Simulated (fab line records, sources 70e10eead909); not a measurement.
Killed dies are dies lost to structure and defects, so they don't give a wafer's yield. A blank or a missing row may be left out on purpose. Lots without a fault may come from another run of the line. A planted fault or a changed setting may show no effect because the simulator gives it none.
fab line records | flow nand_harc
record lots=5 wafers=15 last_day=32
route steps=1302 shown A_WL_FILL@960 END@1302
lots that met no fault: from a run of the same line without faults
start_h: hours from the record's first day to the start of the lot's first wafer shown | wait_h: hours since the lot's step before | " the same as in the row above | L1.1+2: a row that stands for several wafers | - no value, or no start given | * or withheld: withheld | < > ~ a bound
route shown NAME@n: a module of which the file shows steps, and the number in the route of the first | usual: mean/standard deviation of fault-free wafers | same: alike in all rows | chamber/n: place in a boat | sites: the reading at each site | _std_site: their standard deviation | _edge_site: outer sites' mean less inner sites' | radius_mm: how far each site lies from the wafer's centre | mask NAME#n: copy n | behind: the tool/chamber that last shaped the wafer | hold: why the lot was held/for how many hours/how that ended | device: the transistor (n, p or np) that didn't switch | end of line: the same wafers' tests at the end of the route | a step without rows: its recipe alone | killed: dies lost to structure and defects at the first sort, not the wafer's yield | map: a wafer's dies, x killed, . not, _ none there
set.NAME: the setting as run; set.NAME@STEP: as run at that earlier step | model.NAME: the simulator's own value behind a step, which no gauge read
lots at some steps of the route; a table a step, a row a wafer
services: from which hour (start_h, from the record's first day; less than 0 if before it) a tool's chamber was out of use, for how many hours, and why
## steps
# step NHARC_A_WL_FILL_STRIP_28
# recipe time_s=1200 temp_c=72.5 chemistry=post_etch_residue_remover
# step NHARC_A_WL_FILL_PRECLEAN_06
# recipe time_s=300 chemistry=DIW
# step NHARC_A_WL_FILL_SRD_07
# step NHARC_A_WL_FILL_ANNEAL_08
# recipe temp_c=450 time_s=1800
# step NHARC_A_WL_FILL_ALD_10
# recipe target_thk_a=500 pulse_time_s=10 ald_cycles=500 temp_c=300 material=SiO2
# usual heater_power_w=470/36 precursor_pulse_height_rel=0.999/0.021
# same pulse_time_s=10
# columns lot.wafer tool chamber start_h wait_h heater_power_w precursor_pulse_height_rel since_wet_clean_h
L542.1 ald_hk-03 2 502.96 1.1 456 1.020 102
L542.6 " 0 503.97 2.1 506 1.032 -
L542.5 " 1 " " 422 0.986 -
L545.4 ald_hk-03 1 544.22 0.0 417 0.994 144
L545.3 " 3 545.27 1.1 501 1.021 145
L545.2 " 0 " " 499 1.003 145
L547.1 ald_hk-02 0 583.27 0.1 545 1.008 45
L547.5 " 0 585.34 2.1 534 1.008 -
L547.6 " 1 " " 508 0.963 -
L556.2 ald_hk-03 2 666.67 0.6 442 0.996 88
L556.1 " 3 " " 461 1.011 88
L556.3 " 0 " " 459 1.041 89
L559.2 ald_hk-01 1 679.03 1.1 543 0.956 16
L559.5 " 3 680.07 2.1 474 0.953 -
L559.6 " 0 " " 476 0.963 -
# step NHARC_A_WL_FILL_ETCHBACK_16
# recipe target_depth_a=1200 time_s=24 c4f8_flow_sccm=withheld o2_flow_sccm=8 ar_flow_sccm=withheld rf_w=600 bias_w=800 chemistry=C4F8/O2/Ar
# usual oes_product_au=0.98/0.031 rf_vpp_V=725/4.8 run_length_s=45.4/0.58
# columns lot.wafer tool chamber start_h wait_h oes_product_au rf_hours_counter_h rf_vpp_V run_length_s
L542.1 rie_diel-01 0 - - 0.92 5.0 723 45.5
L542.5 " 1 " " 0.99 - 720 44.5
L542.6 " 2 " " 0.98 - 730 46.1
L545.3 rie_diel-12 3 - - 0.99 2.5 725 45.1
L545.2 " 0 " " 1.00 2.4 732 45.1
L545.4 " 2 " " 1.01 2.4 729 46.6
L547.1 rie_diel-12 3 - - 0.98 4.2 725 45.1
L547.6 " 0 " " 1.00 - 731 44.9
L547.5 " 1 " " 1.00 - 724 44.8
L556.1 rie_diel-03 2 - - 0.92 0.8 729 45.2
L556.3 " 3 " " 0.93 0.7 718 46.1
L556.2 " 1 " " 0.94 0.9 717 45.7
L559.2 rie_diel-03 2 - - 0.98 1.0 730 46.0
L559.5 " 1 " " 0.97 - 718 45.8
L559.6 " 2 " " 0.98 - 729 46.1
# step NHARC_A_WL_FILL_STRIP_29
# recipe time_s=20 o2_flow_sccm=500 ar_flow_sccm=0 bias_w=0 chemistry=O2
# usual drypump_motor_current_A=5.7/0.43 oes_product_au=0.998/0.011 rf_vpp_V=57.9/0.92 showerhead_plenum_p_Torr=3.58/0.16 throttle_valve_pct=17.037/0.01
# columns lot.wafer tool chamber start_h wait_h drypump_motor_current_A oes_product_au rf_hours_counter_h rf_vpp_V showerhead_plenum_p_Torr throttle_valve_pct
L542.1 rie_diel-01 0 506.66 0.1 5.9 0.990 5.1 57.2 3.53 17.040
L542.6 " 0 " " 5.9 0.995 - 57.0 3.53 17.046
L542.5 " 1 " " 5.5 0.974 - 56.7 3.46 17.039
L545.3 rie_diel-12 2 548.99 0.1 6.7 0.995 2.5 57.2 3.75 17.049
L545.4 " 3 " " 5.8 0.993 2.5 58.5 3.58 17.031
L545.2 " 1 " " 5.6 1.010 2.4 57.6 3.59 17.046
L547.1 rie_diel-12 0 588.02 0.1 5.6 1.004 4.2 58.9 3.78 17.033
L547.6 " 3 " " 5.8 1.000 - 57.3 3.58 17.048
L547.5 " 0 " " 5.6 1.004 - 57.1 3.78 17.037
L556.2 rie_diel-03 3 670.92 0.1 5.6 1.003 0.7 56.9 3.35 17.044
L556.3 " 0 " " 5.2 1.002 0.8 58.5 3.70 17.048
L556.1 " 2 " " 5.2 0.974 0.8 58.2 3.76 17.029
L559.2 rie_diel-03 2 682.77 0.1 5.2 0.993 1.0 58.1 3.76 17.025
L559.6 " 3 " " 5.6 1.015 - 56.2 3.35 17.023
L559.5 " 0 " " 5.2 1.008 - 58.5 3.70 17.025
# step NHARC_A_WL_FILL_ETCHBACK_17
# recipe target_depth_a=40 time_s=26.7 chemistry=Cl2/BCl3
# usual drypump_motor_current_A=5.66/0.24 oes_product_au=0.998/0.0097 run_length_s=48.0/0.52
# columns lot.wafer tool chamber start_h wait_h drypump_motor_current_A oes_product_au rf_hours_counter_h run_length_s
L542.1 rie_metal-03 1 506.77 - 5.20 1.008 3.4 47.7
L542.6 " 0 " " 5.48 1.008 - 48.3
L542.5 " 1 " " 5.19 1.008 - 47.2
L545.2 rie_metal-03 1 549.10 - 5.24 0.996 0.2 47.5
L545.4 " 0 " " 5.52 1.004 - 47.8
L545.3 " 1 " " 5.23 0.998 - 47.7
L547.1 rie_metal-02 0 588.11 - 5.82 0.991 2.2 48.6
L547.5 " 0 " " 5.84 0.980 - 48.1
L547.6 " 1 " " 5.76 1.000 - 47.7
L556.1 rie_metal-02 1 671.01 - 5.79 1.009 0.4 47.7
L556.2 " 0 " " 5.84 0.996 0.4 48.7
L556.3 " 1 " " 5.78 1.016 - 47.7
L559.2 rie_metal-02 1 682.86 - 5.76 1.001 0.7 47.6
L559.6 " 0 " " 5.82 0.984 - 48.2
L559.5 " 1 " " 5.77 1.008 - 48.1
# step NHARC_A_WL_FILL_PRECLEAN_18
# recipe time_s=30 chemistry=dHF
# step NHARC_A_WL_FILL_SRD_21
# step NHARC_A_WL_FILL_CVD_23
# recipe target_thk_a=400 temp_c=620 pressure_mtorr=200 time_s=800 material=poly-Si
# step NHARC_A_WL_FILL_ETCHBACK_26
# recipe target_depth_a=520 time_s=13.3 hbr_flow_sccm=150 rf_w=350 icp_w=350 bias_w=60 chemistry=HBr
# usual drypump_motor_current_A=5.8/0.3 oes_product_au=1.003/0.011 run_length_s=34.7/0.38 throttle_valve_pct=23.266/0.0091
# columns lot.wafer tool chamber start_h wait_h drypump_motor_current_A oes_product_au rf_hours_counter_h run_length_s throttle_valve_pct
L542.1 rie_si-01 0 512.03 0.4 5.5 1.023 0.8 34.7 23.273
L542.6 " 3 " " 5.6 0.998 - 34.6 23.264
L542.5 " 0 " " 5.5 1.018 - 34.7 23.269
L545.3 rie_si-03 2 554.33 0.4 6.0 0.986 1.0 34.4 23.277
L545.2 " 3 " " 5.4 1.018 1.1 34.4 23.269
L545.4 " 1 " " 6.0 0.992 0.8 34.3 23.261
L547.1 rie_si-03 1 593.34 0.4 5.9 1.002 0.0 34.3 23.273
L547.6 " 2 " " 6.0 1.002 - 34.5 23.259
L547.5 " 0 " " 6.3 1.003 - 34.9 23.260
L556.3 rie_si-05 1 676.23 0.4 5.6 0.994 0.1 35.0 23.261
L556.2 " 2 " " 5.8 0.990 0.1 34.7 23.275
L556.1 " 3 " " 5.4 0.999 0.0 35.2 23.276
L559.2 rie_si-01 3 687.96 0.4 5.6 1.010 1.0 34.6 23.277
L559.5 " 3 " " 5.6 1.001 - 34.7 23.259
L559.6 " 0 " " 5.6 1.017 - 31.1 23.262
# step NHARC_A_WL_FILL_PRECLEAN_30
# recipe time_s=10 chemistry=dHF
# step NHARC_END_SORT_01
# recipe temp_c=25
# usual killed_at_array=55/20 killed_at_other=1.2/1.3 killed_at_periphery=4.0/3 killed_dies=60/21 killed_open=3.2/1.9 killed_short=2.5/1.6
# same gross_dies=677
# columns lot.wafer tool chamber start_h wait_h killed_at_array killed_at_other killed_at_periphery killed_dies killed_open killed_short
L542.1 prober-01 0 591.38 2.5 88 0 2 90 2 3
L542.5 prober-01 0 594.56 3.7 113 0 3 116 3 3
L542.6 prober-01 0 595.36 4.0 105 0 4 109 2 5
L547.5 prober-01 0 695.64 3.6 44 1 0 45 2 1
L547.6 prober-01 0 696.42 3.9 60 0 1 61 0 2
L556.1 prober-02 0 765.04 2.5 64 4 10 78 3 2
L556.2 prober-02 0 765.84 2.8 51 2 6 59 0 5
L556.3 prober-02 0 766.64 3.1 46 3 8 57 3 1
L559.2 prober-01 0 771.86 2.8 40 1 3 44 4 1
L559.5 prober-01 0 774.23 3.7 46 0 3 49 2 2
L559.6 prober-01 0 775.02 4.0 56 2 3 61 3 2
# killed by level:class
L542.1 A_CHANNEL_HOLE_D2:chamber_film_flake=27 A_SLIT:chamber_film_flake=25 A_CHANNEL_HOLE_D1:chamber_film_flake=21 A_CONTACT:chamber_film_flake=8 A_CHANNEL_HOLE_D1:geometric_particle:short=1 A_CHANNEL_FILL_D1:geometric_particle:open=1 A_DECK1_JOINT:geometric_particle:short=1 A_ONON_D2:geometric_particle:open=1
L542.5 A_CHANNEL_HOLE_D1:chamber_film_flake=36 A_CHANNEL_HOLE_D2:chamber_film_flake=36 A_SLIT:chamber_film_flake=26 A_CONTACT:chamber_film_flake=7 A_CHANNEL_FILL_D2:chamber_film_flake=2 P_CONTACT:geometric_particle:open=1 A_SOURCE_PLATE:geometric_particle:open=1 A_CHANNEL_FILL_D1:geometric_particle:short=1
L542.6 A_CHANNEL_HOLE_D2:chamber_film_flake=34 A_SLIT:chamber_film_flake=31 A_CHANNEL_HOLE_D1:chamber_film_flake=24 A_CONTACT:chamber_film_flake=9 A_CHANNEL_FILL_D2:geometric_particle:open=2 P_STI:geometric_particle:short=1 P_CONTACT:geometric_particle:short=1 P_M0:geometric_particle:short=1
L547.5 A_SLIT:chamber_film_flake=21 A_CHANNEL_HOLE_D2:chamber_film_flake=6 A_BONDPAD:chamber_film_flake=4 A_CHANNEL_HOLE_D1:chamber_film_flake=3 A_CHANNEL_FILL_D1:chamber_film_flake=2 A_STAIRCASE:chamber_film_flake=2 A_CONTACT:chamber_film_flake=2 A_ONON_D1:geometric_particle:open=1
L547.6 A_SLIT:chamber_film_flake=34 A_CHANNEL_HOLE_D2:chamber_film_flake=13 A_CHANNEL_HOLE_D1:chamber_film_flake=2 A_STAIRCASE:chamber_film_flake=2 A_WL_FILL:chamber_film_flake=2 A_CONTACT:chamber_film_flake=2 A_ONON_D2:geometric_particle:short=1 A_CHANNEL_HOLE_D2:geometric_particle:short=1
L556.1 A_SLIT:chamber_film_flake=35 A_CHANNEL_HOLE_D1:chamber_film_flake=11 P_ZERO_WELL:chamber_film_flake=6 A_CONTACT:chamber_film_flake=6 A_STAIRCASE:chamber_film_flake=4 A_WL_FILL:chamber_film_flake=3 P_M2:chamber_film_flake=2 A_CHANNEL_HOLE_D2:chamber_film_flake=2
L556.2 A_SLIT:chamber_film_flake=23 A_CHANNEL_HOLE_D1:chamber_film_flake=11 A_STAIRCASE:chamber_film_flake=5 P_M2:chamber_film_flake=4 A_CONTACT:chamber_film_flake=3 A_DECK1_JOINT:chamber_film_flake=2 HYBRID_BOND:chamber_film_flake=2 A_ONON_D1:geometric_particle:short=1
L556.3 A_SLIT:chamber_film_flake=26 A_CHANNEL_HOLE_D1:chamber_film_flake=9 A_CONTACT:chamber_film_flake=4 P_M2:chamber_film_flake=3 A_DECK1_JOINT:chamber_film_flake=3 HYBRID_BOND:chamber_film_flake=2 P_STI:geometric_particle:open=1 P_GATE:geometric_particle:open=1
L559.2 A_CHANNEL_HOLE_D2:chamber_film_flake=18 A_SLIT:chamber_film_flake=8 A_CONTACT:chamber_film_flake=6 A_CHANNEL_HOLE_D1:chamber_film_flake=3 A_M0:geometric_particle:open=2 P_M1:chamber_film_flake=2 P_M0:geometric_particle:open=1 A_CHANNEL_FILL_D2:geometric_particle:short=1
L559.5 A_CHANNEL_HOLE_D2:chamber_film_flake=19 A_SLIT:chamber_film_flake=16 A_CONTACT:chamber_film_flake=6 P_M1:chamber_film_flake=2 A_CHANNEL_HOLE_D1:chamber_film_flake=2 P_STI:geometric_particle:short=1 A_ONON_D2:geometric_particle:short=1 A_ONON_D2:geometric_particle:open=1
L559.6 A_CHANNEL_HOLE_D2:chamber_film_flake=29 A_SLIT:chamber_film_flake=11 A_CONTACT:chamber_film_flake=7 P_M1:chamber_film_flake=3 A_CHANNEL_HOLE_D1:chamber_film_flake=3 THIN_TSV:chamber_film_flake=2 A_ONON_D1:geometric_particle:short=1 A_CHANNEL_FILL_D1:geometric_particle:short=1
## services
# columns tool chamber start_h hours kind
rie_diel-03 2 484.64 1.9 repair
rie_si-01 2 487.05 13.2 repair
rie_diel-12 - 488.89 0.6 repair
rie_si-03 - 491.30 1.1 repair
rie_diel-01 3 496.43 14.7 repair
rie_metal-02 - 506.57 0.2 repair
rie_si-01 1 507.39 7.5 repair
rie_metal-03 - 519.04 9.0 pm
rie_si-01 - 547.00 9.0 pm
rie_diel-12 - 550.33 1.0 repair
rie_diel-12 - 554.55 1.1 repair
rie_diel-12 1 556.63 8.4 repair
rie_metal-02 0 556.91 1.8 repair
rie_diel-01 - 557.82 9.0 pm
ald_hk-03 - 569.73 10.0 pm
rie_si-03 - 575.00 9.0 pm
rie_si-01 2 585.82 18.7 repair
rie_si-03 3 591.44 3.9 repair
rie_diel-12 1 622.21 10.0 repair
rie_diel-12 - 622.40 9.0 pm
rie_diel-03 2 627.61 6.7 repair
rie_metal-02 - 631.00 9.0 pm
rie_diel-03 - 635.30 9.0 pm
rie_diel-12 - 667.39 5.2 repair
## key
first_sign step=NHARC_A_WL_FILL_ETCHBACK_26 reading=run_length_s direction=down sigmas=9.3 usual=* struck=*
effect none on later readings
met_at NHARC_A_WL_FILL_ETCHBACK_26
struck_wafers L559.6
tester_left_out L559
onset_between 512.03 687.96
fault kind=process_parameter_drift tool=rie_si-01 chamber=0 onset_h=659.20 steps=NHARC_A_WL_FILL_ETCHBACK_26 channel=time_s offset=* shape=step end_h=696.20 acts_in=* stated=*
# tester_left_out: of these lots the tester's yield and bins aren't shown, on N5 and GAA mostly nor the transistor test; their killed dies are dies lost to structure and defects alone, not to doping, threshold or leakage, so they don't give the yield
